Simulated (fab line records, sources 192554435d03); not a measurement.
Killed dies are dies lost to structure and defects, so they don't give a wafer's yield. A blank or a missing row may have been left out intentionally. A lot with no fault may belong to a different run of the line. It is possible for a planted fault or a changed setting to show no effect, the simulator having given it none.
fab line records	flow n5Finfet
record: lots: 24	wafers: 72	lastDay: 18
route steps=1938 shown BEOL_M4@1064
lots that met no fault: taken from a fault-free run of the same line
startH: hours from the record's opening day to when the first of the lot's shown wafers began	waitH: hours elapsed since this lot's preceding step	" as in the row above	L1.1+2: one row covering several wafers at once	- no value, or no start given	* or withheld: withheld	< > ~ a bound
route shown NAME@n: a module of which the file shows steps, and the number in the route of the first	usual: average and standard deviation across the fault-free wafers	same: alike in all rows	chamber/n: place in a boat	sites: each site's reading	_std_site: their standard deviation	_edge_site: outer sites' mean less inner sites'	radiusMm: how far each site lies from the wafer's centre	mask NAME#n: copy n	behind: the last tool/chamber to shape the wafer	hold: what put the lot on hold/how long, in hours/how the hold closed	device: which transistor (n, p or np) failed to switch	end of line: tests of these same wafers at the route's end	for a step that has no rows: nothing shown but its recipe	killed: count of dies lost to structure and defects at first sort (not the wafer's yield)	map: dies across one wafer; x = killed, . = not, _ = none there
set.NAME: setting as actually run; set.NAME@STEP: the setting as run at that earlier step	model.NAME: the simulator's own value behind a step, which no gauge read
the route's steps for a sample of lots (tables are steps, rows are wafers)
services: the hour from which a tool's chamber was out of use, counted from the record's first day as startH (under 0 if before that day), plus the number of hours and why
== steps ==
step: N5_BEOL_M4_ETCH_70
recipe: chemistry: N2/H2	target: SOC	targetDepthA: 800	overetchA: 240	maskMaterial: SiARC	tempC: 40	timeS: 130	ionEnergyEv: 200	pressureMtorr: 30	sourceW: 840	biasW: 150	n2FlowSccm: 200	h2FlowSccm: 200
usual: chamberPressureMTorr: 30.003/0.028	drypumpMotorCurrentA: 5.7/0.35	oesProductAu: 0.58/0.053	rfVppV: 524.3/2.6	showerheadPlenumPTorr: 2.56/0.089	throttleValvePct: 17.8/0.34
lot.wafer	tool	chamber	startH	waitH	chamberPressureMTorr	drypumpMotorCurrentA	oesProductAu	rfHoursCounterH	rfVppV	showerheadPlenumPTorr	throttleValvePct
L074.1	rieDiel-03	1	166.13	0.0	30.002	5.8	0.66	29	528.4	2.69	17.4
L074.4	"	2	"	"	30.010	5.7	0.59	102	527.8	2.67	17.9
L074.5	"	2	"	"	29.973	5.7	0.59	-	526.9	2.67	17.8
L076.1	rieDiel-03	1	181.56	0.0	30.033	5.8	0.66	35	526.3	2.69	17.4
L076.3	"	2	"	"	29.981	5.7	0.59	108	526.8	2.67	17.9
L076.5	"	2	"	"	30.008	5.7	0.58	-	526.3	2.67	17.9
L075.3	rieDiel-01	0	198.28	0.0	30.015	5.5	0.64	39	521.4	2.49	18.2
L075.5	"	2	"	"	29.916	5.9	0.53	-	525.5	2.64	18.1
L075.6	"	1	"	"	30.011	5.5	0.59	-	524.1	2.56	17.4
L078.1	rieDiel-03	2	203.72	0.0	30.007	5.7	0.59	114	526.5	2.66	17.9
L078.4	"	0	"	"	29.999	6.0	0.53	230	525.6	2.61	18.2
L078.5	"	0	"	"	30.001	6.0	0.53	-	527.0	2.61	18.2
L077.1	rieDiel-01	1	210.72	0.0	30.010	5.5	0.59	118	523.4	2.56	17.4
L077.5	"	1	"	"	30.014	5.5	0.59	-	524.0	2.56	17.4
L077.6	"	0	"	"	29.983	5.4	0.63	-	521.8	2.49	18.2
L079.2	rieDiel-03	3	227.11	0.0	29.984	5.1	0.51	236	520.6	2.40	18.0
L079.4	"	1	"	"	29.980	5.8	0.64	50	529.3	2.68	17.4
L079.6	"	1	"	"	29.986	5.8	0.64	-	528.1	2.68	17.4
L083.1	rieDiel-06	2	227.13	0.0	30.000	6.8	0.54	194	522.2	2.51	18.1
L083.2	"	1	"	"	30.032	5.8	0.60	97	520.6	2.46	18.1
L083.5	"	1	"	"	30.009	5.8	0.60	-	520.3	2.46	18.1
L081.1	rieDiel-01	2	229.98	0.0	30.022	5.9	0.53	204	526.0	2.64	18.2
L081.2	"	3	"	"	29.985	6.1	0.65	22	522.3	2.49	17.3
L081.5	"	2	"	"	30.019	5.8	0.53	-	527.9	2.64	18.2
L080.1	rieDiel-03	0	230.05	0.0	29.986	6.0	0.52	239	524.6	2.61	18.2
L080.2	"	3	"	"	30.013	5.1	0.52	237	519.3	2.40	18.0
L080.5	"	2	"	"	30.049	5.7	0.58	-	527.4	2.66	17.9
L082.2	rieDiel-01	0	243.50	0.0	30.020	5.5	0.62	56	521.6	2.48	18.2
L082.4	"	1	"	"	30.008	5.5	0.57	131	524.9	2.55	17.5
L082.5	"	1	"	"	29.993	5.5	0.58	-	524.6	2.55	17.5
L087.3	rieDiel-01	3	246.21	0.0	30.064	6.1	0.63	28	521.8	2.48	17.3
L087.5	"	3	"	"	29.999	6.1	0.64	-	522.7	2.49	17.3
L087.6	"	2	"	"	29.984	5.8	0.52	-	527.8	2.63	18.2
L084.1	rieDiel-03	1	246.25	0.0	30.010	5.8	0.63	55	527.4	2.68	17.4
L084.4	"	0	"	"	30.031	6.0	0.51	245	525.0	2.61	18.2
L084.5	"	3	"	"	29.975	5.1	0.51	-	520.4	2.40	18.0
L085.2	rieDiel-01	2	259.10	0.0	29.975	5.9	0.52	216	527.7	2.63	18.2
L085.5	"	0	"	"	29.977	5.5	0.62	-	523.4	2.48	18.3
L085.6	"	3	"	"	30.000	6.1	0.63	-	521.9	2.48	17.3
L086.1	rieDiel-01	2	264.10	0.0	30.023	5.9	0.52	216	526.8	2.63	18.2
L086.3	"	1	"	"	30.032	5.5	0.57	136	524.5	2.55	17.5
L086.4	"	3	"	"	30.011	6.1	0.63	34	521.6	2.48	17.3
L090.1	rieDiel-06	2	269.50	0.0	30.002	6.8	0.54	209	524.1	2.51	18.2
L090.4	"	1	"	"	30.019	5.8	0.58	111	520.3	2.45	18.1
L090.5	"	2	"	"	29.998	6.9	0.53	-	522.4	2.51	18.2
L088.1	rieDiel-03	2	272.25	0.0	29.984	5.7	0.57	139	525.8	2.65	17.9
L088.2	"	1	"	"	30.003	5.8	0.62	67	527.0	2.68	17.4
L088.3	"	3	"	"	29.993	5.1	0.51	250	519.8	2.39	18.0
L089.1	rieDiel-01	0	280.64	0.0	29.985	5.5	0.61	69	522.1	2.48	18.3
L089.4	"	1	"	"	30.009	5.6	0.57	142	525.4	2.55	17.5
L089.6	"	1	"	"	30.060	5.5	0.57	-	522.3	2.55	17.5
L092.1	rieDiel-01	2	294.97	0.0	29.990	5.9	0.51	226	526.0	2.63	18.2
L092.4	"	0	"	"	30.039	5.5	0.60	73	521.4	2.48	18.2
L092.5	"	0	"	"	29.995	5.5	0.61	-	521.2	2.48	18.3
L091.1	rieDiel-03	1	295.09	0.0	29.927	5.8	0.61	75	527.5	2.67	17.5
L091.4	"	0	"	"	29.981	6.0	0.71	-	526.2	2.60	17.8
L091.5	"	2	"	"	29.995	5.7	0.57	-	526.8	2.65	17.9
L093.1	rieDiel-06	1	296.13	0.0	29.973	5.8	0.58	115	520.7	2.45	18.1
L093.4	"	3	"	"	29.981	5.5	0.58	129	525.6	2.55	17.7
L093.6	"	1	"	"	30.021	5.8	0.58	-	520.6	2.45	18.2
L096.1	rieDiel-03	3	302.91	0.0	29.963	5.1	0.74	1	527.7	2.71	17.6
L096.3	"	0	"	"	30.036	6.0	0.71	8	526.2	2.60	17.8
L096.5	"	2	"	"	29.999	5.6	0.56	-	526.3	2.65	17.9
L094.1	rieDiel-01	1	304.19	0.0	29.980	5.5	0.57	150	525.4	2.54	17.5
L094.5	"	3	"	"	29.992	6.1	0.62	-	522.3	2.48	17.4
L094.6	"	2	"	"	29.966	5.9	0.51	-	524.7	2.63	18.2
L095.3	rieDiel-01	2	310.38	0.0	29.978	5.9	0.51	232	525.9	2.62	18.2
L095.5	"	3	"	"	30.027	6.1	0.62	-	523.2	2.48	17.4
L095.6	"	2	"	"	30.001	5.9	0.52	-	527.2	2.62	18.2
L097.2	rieDiel-03	0	326.60	0.0	29.999	6.0	0.69	16	525.8	2.60	17.8
L097.4	"	2	"	"	29.976	5.7	0.56	158	526.4	2.65	18.0
L097.6	"	0	"	"	30.044	6.0	0.69	-	525.2	2.60	17.8
step: N5_BEOL_M4_CD_MEAS_35
recipe: targetCdNm: 18	targetCdYNm: 22.4	polarity: opening
usual: cdNm: 18.0/0.3
lot.wafer	tool	chamber	startH	waitH	cdNm
L074.1	cdSem-01	-	166.64	0.0	17.8
L074.4	"	-	"	"	17.6
L074.5	"	-	"	"	17.8
L076.1	cdSem-01	-	182.07	0.0	17.8
L076.3	"	-	"	"	17.6
L076.5	"	-	"	"	17.9
L075.3	cdSem-02	-	198.79	0.0	17.9
L075.5	"	-	"	"	18.1
L075.6	"	-	"	"	18.1
L078.1	cdSem-02	-	204.23	0.0	17.9
L078.4	"	-	"	"	17.6
L078.5	"	-	"	"	18.0
L077.1	cdSem-02	-	211.23	0.0	17.8
L077.5	"	-	"	"	17.8
L077.6	"	-	"	"	18.7
L079.2	cdSem-01	-	227.63	0.0	17.7
L079.4	"	-	"	"	18.0
L079.6	"	-	"	"	18.1
L083.1	cdSem-02	-	227.64	0.0	18.3
L083.2	"	-	"	"	18.4
L083.5	"	-	"	"	18.3
L081.1	cdSem-02	-	230.49	0.0	17.5
L081.2	"	-	"	"	18.3
L081.5	"	-	"	"	17.9
L080.1	cdSem-02	-	230.56	0.0	18.5
L080.2	"	-	"	"	17.7
L080.5	"	-	"	"	18.1
L082.2	cdSem-01	-	244.01	0.0	18.6
L082.4	"	-	"	"	18.0
L082.5	"	-	"	"	17.6
L087.3	cdSem-02	-	246.73	0.0	17.6
L087.5	"	-	"	"	18.5
L087.6	"	-	"	"	17.7
L084.1	cdSem-02	-	246.76	0.0	17.9
L084.4	"	-	"	"	17.9
L084.5	"	-	"	"	18.2
L085.2	cdSem-02	-	259.62	0.0	17.8
L085.5	"	-	"	"	18.0
L085.6	"	-	"	"	18.3
L086.1	cdSem-01	-	264.61	0.0	17.9
L086.3	"	-	"	"	18.1
L086.4	"	-	"	"	17.8
L090.1	cdSem-03	-	270.01	0.0	17.7
L090.4	"	-	"	"	17.9
L090.5	"	-	"	"	17.7
L088.1	cdSem-02	-	272.76	0.0	18.2
L088.2	"	-	"	"	18.5
L088.3	"	-	"	"	17.8
L089.1	cdSem-01	-	281.16	0.0	17.8
L089.4	"	-	"	"	17.9
L089.6	"	-	"	"	18.6
L092.1	cdSem-03	-	295.48	0.0	18.6
L092.4	"	-	"	"	18.2
L092.5	"	-	"	"	18.0
L091.1	cdSem-01	-	295.61	0.0	18.2
L091.4	"	-	"	"	17.5
L091.5	"	-	"	"	18.7
L093.1	cdSem-02	-	296.65	0.0	18.2
L093.4	"	-	"	"	17.8
L093.6	"	-	"	"	18.2
L096.1	cdSem-02	-	303.42	0.0	17.9
L096.3	"	-	"	"	18.2
L096.5	"	-	"	"	18.2
L094.1	cdSem-01	-	304.70	0.0	17.9
L094.5	"	-	"	"	17.9
L094.6	"	-	"	"	17.8
L095.3	cdSem-01	-	310.90	0.0	17.9
L095.5	"	-	"	"	18.0
L095.6	"	-	"	"	18.5
L097.2	cdSem-02	-	327.12	0.0	17.9
L097.4	"	-	"	"	18.3
L097.6	"	-	"	"	18.5
step: N5_BEOL_M4_DEGAS_44
recipe: ambient: vacuum	tempC: 250	timeS: 60
usual: heaterPowerW: 313/26
lot.wafer	tool	chamber	startH	waitH	heaterPowerW
L074.1	pvdSputter-01	-	166.80	0.2	259
L074.4	"	-	"	"	308
L074.5	"	-	"	"	310
L076.1	pvdSputter-01	-	182.36	0.3	304
L076.3	"	-	"	"	253
L076.5	"	-	"	"	254
L075.3	pvdSputter-03	-	199.54	0.7	314
L075.5	"	-	"	"	327
L075.6	"	-	"	"	333
L078.1	pvdSputter-01	-	205.21	1.0	295
L078.4	"	-	"	"	257
L078.5	"	-	"	"	288
L077.1	pvdSputter-02	-	211.62	0.4	355
L077.5	"	-	"	"	310
L077.6	"	-	"	"	313
L079.2	pvdSputter-03	-	227.73	0.1	334
L079.4	"	-	"	"	295
L079.6	"	-	"	"	295
L083.1	pvdSputter-03	-	227.85	0.2	325
L083.2	"	-	"	"	331
L083.5	"	-	"	"	293
L081.1	pvdSputter-03	-	230.91	0.4	327
L081.2	"	-	"	"	339
L081.5	"	-	"	"	324
L080.1	pvdSputter-02	-	230.99	0.4	319
L080.2	"	-	"	"	361
L080.5	"	-	"	"	337
L082.2	pvdSputter-03	-	244.15	0.1	350
L082.4	"	-	"	"	296
L082.5	"	-	"	"	312
L087.3	pvdSputter-02	-	247.48	0.8	319
L087.5	"	-	"	"	360
L087.6	"	-	"	"	339
L084.1	pvdSputter-02	-	247.56	0.8	307
L084.4	"	-	"	"	326
L084.5	"	-	"	"	308
L085.2	pvdSputter-01	-	259.99	0.4	302
L085.5	"	-	"	"	285
L085.6	"	-	"	"	306
L086.1	pvdSputter-02	-	265.23	0.6	319
L086.3	"	-	"	"	337
L086.4	"	-	"	"	302
L090.1	pvdSputter-03	-	270.27	0.3	338
L090.4	"	-	"	"	322
L090.5	"	-	"	"	289
L088.1	pvdSputter-03	-	272.85	0.1	291
L088.2	"	-	"	"	345
L088.3	"	-	"	"	331
L089.1	pvdSputter-03	-	281.29	0.1	293
L089.4	"	-	"	"	315
L089.6	"	-	"	"	318
L092.1	pvdSputter-01	-	296.10	0.6	291
L092.4	"	-	"	"	286
L092.5	"	-	"	"	314
L091.1	pvdSputter-01	-	296.18	0.6	299
L091.4	"	-	"	"	313
L091.5	"	-	"	"	305
L093.1	pvdSputter-01	-	296.70	0.0	304
L093.4	"	-	"	"	283
L093.6	"	-	"	"	296
L096.1	pvdSputter-02	-	303.57	0.1	333
L096.3	"	-	"	"	299
L096.5	"	-	"	"	337
L094.1	pvdSputter-01	-	305.32	0.6	252
L094.5	"	-	"	"	305
L094.6	"	-	"	"	290
L095.3	pvdSputter-03	-	311.14	0.2	293
L095.5	"	-	"	"	353
L095.6	"	-	"	"	308
L097.2	pvdSputter-03	-	327.88	0.8	312
L097.4	"	-	"	"	329
L097.6	"	-	"	"	315
step: N5_BEOL_M4_ALD_84
recipe: material: TaN	targetThkA: *	tempC: 275	aldPrecursorFamily: PDMAT	aldCoReactant: NH3	pressureTorr: 3	carrierFlowSccm: 1500	pulseTimeS: 2	purgeTimeS: 3	coReactantPurgeTimeS: 2	coReactantPulseTimeS: 3	aldCycles: 30	precursorVesselTempC: 75	precursorVesselPressureTorr: 26.25	precursorVesselCarrierSccm: 1000
usual: chamberPressureTorr: 3.001/0.007	heaterPowerW: 410/43
lot.wafer	tool	chamber	startH	waitH	chamberPressureTorr	heaterPowerW	sinceWetCleanH
L074.1	aldMetal-04	0	166.90	0.0	2.996	393	5984
L074.4	"	2	"	"	3.003	478	5984
L074.5	"	3	"	"	3.003	371	-
L076.1	aldMetal-04	1	182.54	0.1	3.006	458	5999
L076.3	"	2	"	"	3.002	494	5999
L076.5	"	2	"	"	3.002	491	-
L075.3	aldMetal-02	0	199.65	0.0	3.003	341	1401
L075.5	"	1	"	"	3.010	398	-
L075.6	"	2	"	"	3.011	409	-
L078.1	aldMetal-03	2	205.31	0.0	2.997	468	4484
L078.4	"	0	"	"	3.008	445	4484
L078.5	"	3	"	"	3.001	406	-
L077.1	aldMetal-03	1	211.72	0.0	2.996	395	4490
L077.5	"	3	"	"	2.992	399	-
L077.6	"	0	"	"	3.001	442	-
L079.2	aldMetal-04	3	227.83	0.0	2.997	358	6045
L079.4	"	0	"	"	2.996	385	-
L079.6	"	3	"	"	2.990	375	-
L083.1	aldMetal-02	3	227.95	0.0	3.002	417	1429
L083.2	"	1	"	"	3.011	393	1429
L083.5	"	3	"	"	3.000	414	-
L081.1	aldMetal-04	1	231.01	0.0	2.990	475	6048
L081.2	"	3	"	"	3.001	371	6048
L081.5	"	3	"	"	3.003	372	-
L080.1	aldMetal-02	1	231.21	0.2	3.002	398	1433
L080.2	"	3	"	"	3.003	422	1433
L080.5	"	3	"	"	2.993	421	-
L082.2	aldMetal-04	1	244.34	0.1	3.016	475	6061
L082.4	"	3	"	"	3.007	367	6061
L082.5	"	0	"	"	3.001	391	-
L084.1	aldMetal-04	0	247.66	0.0	3.010	391	6064
L084.4	"	1	"	"	3.006	462	6064
L084.5	"	2	"	"	3.007	491	-
L087.3	aldMetal-02	1	247.77	0.2	3.001	395	1449
L087.5	"	1	"	"	3.002	397	-
L087.6	"	2	"	"	3.016	400	-
L085.2	aldMetal-02	0	260.29	0.2	2.994	336	1462
L085.5	"	1	"	"	3.006	393	-
L085.6	"	0	"	"	2.993	345	-
L086.1	aldMetal-03	2	265.33	0.0	2.990	473	4544
L086.3	"	1	"	"	3.008	413	4544
L086.4	"	3	"	"	3.008	393	4544
L090.1	aldMetal-03	3	270.37	0.0	3.008	409	4549
L090.4	"	0	"	"	2.997	423	4549
L090.5	"	3	"	"	3.004	399	-
L088.1	aldMetal-04	3	272.95	0.0	2.994	359	6090
L088.2	"	0	"	"	2.994	381	6090
L088.3	"	1	"	"	3.000	463	6090
L089.1	aldMetal-02	0	281.39	0.0	3.010	334	1483
L089.4	"	3	"	"	2.987	428	1483
L089.6	"	3	"	"	2.995	425	-
L091.1	aldMetal-03	2	296.28	0.0	2.994	475	4575
L091.4	"	3	"	"	2.998	404	4575
L091.5	"	3	"	"	2.997	401	-
L092.1	aldMetal-02	1	296.36	0.2	3.002	398	1498
L092.4	"	2	"	"	2.995	410	1498
L092.5	"	1	"	"	3.002	391	-
L093.1	aldMetal-02	0	296.81	0.1	2.994	336	1498
L093.4	"	3	"	"	3.011	423	1498
L093.6	"	3	"	"	3.002	423	-
L096.1	aldMetal-02	1	303.70	0.1	3.001	389	1505
L096.3	"	2	"	"	3.012	412	1505
L096.5	"	3	"	"	2.994	425	-
L094.1	aldMetal-02	0	305.42	0.0	3.004	339	1507
L094.5	"	0	"	"	2.998	343	-
L094.6	"	1	"	"	3.005	400	-
L095.3	aldMetal-03	1	311.30	0.1	3.002	402	4590
L095.5	"	1	"	"	3.001	406	-
L095.6	"	2	"	"	3.002	491	-
L097.2	aldMetal-02	0	327.98	0.0	2.997	345	1529
L097.4	"	2	"	"	3.006	417	1529
L097.6	"	1	"	"	2.997	398	-
step: N5_BEOL_M4_SPUTTER_79
recipe: material: Cu	targetThkA: 45	tempC: -20	chamberPressurePa: 0.07	powerW: withheld	timeS: 8.29
usual: substrateTempC: -20.01/0.11	throttleValvePct: 29.5/0.78
lot.wafer	tool	chamber	startH	waitH	substrateTempC	throttleValvePct
L074.1	pvdSputter-01	-	167.64	0.1	-19.90	29.8
L074.4	"	-	"	"	-20.16	28.3
L074.5	"	-	"	"	-19.97	30.0
L076.1	pvdSputter-01	-	185.24	0.1	-19.82	28.5
L076.3	"	-	"	"	-19.99	30.6
L076.5	"	-	"	"	-19.94	28.6
L075.3	pvdSputter-02	-	200.37	0.1	-19.81	28.4
L075.5	"	-	"	"	-20.04	27.6
L075.6	"	-	"	"	-19.97	30.6
L078.1	pvdSputter-01	-	206.33	0.1	-20.20	29.7
L078.4	"	-	"	"	-20.05	29.8
L078.5	"	-	"	"	-20.02	29.8
L077.1	pvdSputter-01	-	212.82	0.1	-20.10	28.5
L077.5	"	-	"	"	-20.05	29.7
L077.6	"	-	"	"	-20.20	28.5
L079.2	pvdSputter-03	-	228.71	0.1	-20.09	29.4
L079.4	"	-	"	"	-19.99	29.6
L079.6	"	-	"	"	-19.90	28.7
L083.1	pvdSputter-02	-	228.83	0.1	-20.03	30.3
L083.2	"	-	"	"	-19.91	29.7
L083.5	"	-	"	"	-19.89	30.4
L081.1	pvdSputter-02	-	231.85	0.1	-20.00	29.8
L081.2	"	-	"	"	-20.16	30.4
L081.5	"	-	"	"	-20.08	28.0
L080.1	pvdSputter-03	-	232.23	0.1	-20.02	30.4
L080.2	"	-	"	"	-20.10	28.6
L080.5	"	-	"	"	-19.99	29.8
L082.2	pvdSputter-02	-	245.28	0.1	-20.22	30.6
L082.4	"	-	"	"	-19.87	27.8
L082.5	"	-	"	"	-19.97	27.9
L084.1	pvdSputter-02	-	248.58	0.1	-20.01	29.1
L084.4	"	-	"	"	-19.88	29.8
L084.5	"	-	"	"	-20.10	29.7
L087.3	pvdSputter-03	-	249.16	0.1	-20.05	29.3
L087.5	"	-	"	"	-19.96	29.1
L087.6	"	-	"	"	-19.83	30.4
L085.2	pvdSputter-01	-	261.03	0.1	-20.02	29.9
L085.5	"	-	"	"	-19.93	30.5
L085.6	"	-	"	"	-19.89	30.0
L086.1	pvdSputter-03	-	266.15	0.1	-19.95	29.3
L086.3	"	-	"	"	-20.08	30.1
L086.4	"	-	"	"	-19.98	28.4
L090.1	pvdSputter-03	-	271.23	0.1	-19.85	28.6
L090.4	"	-	"	"	-20.08	29.4
L090.5	"	-	"	"	-20.07	30.2
L088.1	pvdSputter-01	-	273.79	0.1	-20.05	30.0
L088.2	"	-	"	"	-20.09	29.9
L088.3	"	-	"	"	-19.92	28.9
L089.1	pvdSputter-02	-	282.07	0.1	-19.64	29.4
L089.4	"	-	"	"	-20.01	27.7
L089.6	"	-	"	"	-19.99	29.2
L091.1	pvdSputter-01	-	297.00	0.1	-19.76	29.6
L091.4	"	-	"	"	-20.00	30.8
L091.5	"	-	"	"	-20.01	30.7
L092.1	pvdSputter-02	-	297.11	0.1	-20.08	29.1
L092.4	"	-	"	"	-19.79	30.3
L092.5	"	-	"	"	-20.03	29.6
L093.1	pvdSputter-03	-	297.77	0.1	-20.06	30.4
L093.4	"	-	"	"	-19.83	28.7
L093.6	"	-	"	"	-19.96	29.8
L096.1	pvdSputter-03	-	304.50	0.1	-20.09	29.4
L096.3	"	-	"	"	-20.13	28.9
L096.5	"	-	"	"	-20.00	28.7
L094.1	pvdSputter-03	-	306.34	0.1	-20.09	28.5
L094.5	"	-	"	"	-20.08	29.3
L094.6	"	-	"	"	-19.96	30.2
L095.3	pvdSputter-03	-	312.36	0.1	-20.08	28.7
L095.5	"	-	"	"	-19.97	28.7
L095.6	"	-	"	"	-19.91	29.2
L097.2	pvdSputter-02	-	329.02	0.1	-19.92	30.5
L097.4	"	-	"	"	-20.18	29.7
L097.6	"	-	"	"	-20.08	29.3
step: N5_BEOL_M4_SPUTTER_81
recipe: material: Cu	targetThkA: 45	tempC: -20	chamberPressurePa: 0.07	powerW: withheld	timeS: 8.29
usual: substrateTempC: -19.99/0.099	throttleValvePct: 29.5/0.76
lot.wafer	tool	chamber	startH	waitH	substrateTempC	throttleValvePct
L074.1	pvdSputter-01	-	167.86	0.1	-20.00	29.9
L074.4	"	-	"	"	-20.14	28.6
L074.5	"	-	"	"	-20.02	29.8
L076.1	pvdSputter-01	-	185.46	0.1	-19.98	28.8
L076.3	"	-	"	"	-20.10	30.6
L076.5	"	-	"	"	-20.03	28.3
L075.3	pvdSputter-02	-	200.59	0.1	-19.89	28.2
L075.5	"	-	"	"	-19.98	28.0
L075.6	"	-	"	"	-19.99	30.5
L078.1	pvdSputter-01	-	206.55	0.1	-20.14	29.5
L078.4	"	-	"	"	-20.14	29.9
L078.5	"	-	"	"	-20.04	30.0
L077.1	pvdSputter-01	-	213.04	0.1	-20.04	28.6
L077.5	"	-	"	"	-19.95	29.7
L077.6	"	-	"	"	-19.98	28.4
L079.2	pvdSputter-03	-	228.93	0.1	-20.02	29.1
L079.4	"	-	"	"	-19.86	29.6
L079.6	"	-	"	"	-19.93	29.0
L083.1	pvdSputter-02	-	229.05	0.1	-20.00	30.4
L083.2	"	-	"	"	-19.89	29.7
L083.5	"	-	"	"	-19.91	30.2
L081.1	pvdSputter-02	-	232.07	0.1	-19.94	29.8
L081.2	"	-	"	"	-20.01	30.4
L081.5	"	-	"	"	-19.76	28.0
L080.1	pvdSputter-03	-	232.45	0.1	-20.02	30.0
L080.2	"	-	"	"	-20.00	28.6
L080.5	"	-	"	"	-20.03	29.7
L082.2	pvdSputter-02	-	245.50	0.1	-20.11	30.3
L082.4	"	-	"	"	-19.91	28.0
L082.5	"	-	"	"	-19.93	28.1
L084.1	pvdSputter-02	-	248.80	0.1	-19.93	29.5
L084.4	"	-	"	"	-19.68	29.7
L084.5	"	-	"	"	-19.85	29.7
L087.3	pvdSputter-03	-	249.38	0.1	-19.92	29.5
L087.5	"	-	"	"	-20.03	29.4
L087.6	"	-	"	"	-20.01	30.1
L085.2	pvdSputter-01	-	261.25	0.1	-19.96	29.7
L085.5	"	-	"	"	-19.91	30.5
L085.6	"	-	"	"	-19.94	29.7
L086.1	pvdSputter-03	-	266.37	0.1	-19.90	29.6
L086.3	"	-	"	"	-20.02	30.3
L086.4	"	-	"	"	-19.89	28.5
L090.1	pvdSputter-03	-	271.45	0.1	-19.99	28.4
L090.4	"	-	"	"	-19.96	29.3
L090.5	"	-	"	"	-20.05	30.2
L088.1	pvdSputter-01	-	274.01	0.1	-20.13	29.7
L088.2	"	-	"	"	-19.71	29.9
L088.3	"	-	"	"	-19.88	28.9
L089.1	pvdSputter-02	-	282.29	0.1	-20.02	29.6
L089.4	"	-	"	"	-19.99	27.8
L089.6	"	-	"	"	-19.92	29.4
L091.1	pvdSputter-01	-	297.22	0.1	-19.94	29.7
L091.4	"	-	"	"	-19.94	30.7
L091.5	"	-	"	"	-19.96	30.6
L092.1	pvdSputter-02	-	297.33	0.1	-20.03	29.1
L092.4	"	-	"	"	-20.14	30.7
L092.5	"	-	"	"	-19.95	29.4
L093.1	pvdSputter-03	-	297.99	0.1	-20.10	30.1
L093.4	"	-	"	"	-20.06	28.7
L093.6	"	-	"	"	-20.02	29.6
L096.1	pvdSputter-03	-	304.72	0.1	-19.82	29.6
L096.3	"	-	"	"	-20.02	28.6
L096.5	"	-	"	"	-19.96	28.6
L094.1	pvdSputter-03	-	306.56	0.1	-19.96	28.7
L094.5	"	-	"	"	-20.04	29.2
L094.6	"	-	"	"	-20.05	30.3
L095.3	pvdSputter-03	-	312.58	0.1	-19.98	28.5
L095.5	"	-	"	"	-19.86	28.8
L095.6	"	-	"	"	-20.11	29.2
L097.2	pvdSputter-02	-	329.24	0.1	-19.84	30.3
L097.4	"	-	"	"	-19.97	29.6
L097.6	"	-	"	"	-20.09	29.5
== services ==
tool	chamber	startH	hours	kind
pvdSputter-03	-	161.93	6.6	repair
aldMetal-04	-	168.50	0.6	repair
rieDiel-06	-	174.50	0.2	repair
pvdSputter-02	-	185.64	12.6	repair
rieDiel-03	1	191.39	1.3	repair
aldMetal-04	2	221.73	19.1	repair
aldMetal-03	-	230.14	8.7	pm
rieDiel-01	1	247.05	2.6	repair
rieDiel-03	3	247.54	9.3	repair
rieDiel-03	0	259.40	-	clean
rieDiel-03	0	259.40	-	consumableReplace:focusRing
rieDiel-03	0	259.40	20.5	scheduledDown
rieDiel-03	0	259.40	20.5	ventCycle
rieDiel-03	-	267.25	1.6	repair
rieDiel-03	3	279.88	-	clean
rieDiel-03	3	279.88	-	consumableReplace:focusRing
rieDiel-03	3	279.88	-	consumableReplace:showerhead
rieDiel-03	3	279.88	20.9	scheduledDown
rieDiel-03	3	279.88	20.9	ventCycle
aldMetal-02	0	300.13	4.0	repair
aldMetal-03	2	325.33	21.9	repair
== key ==
fault none
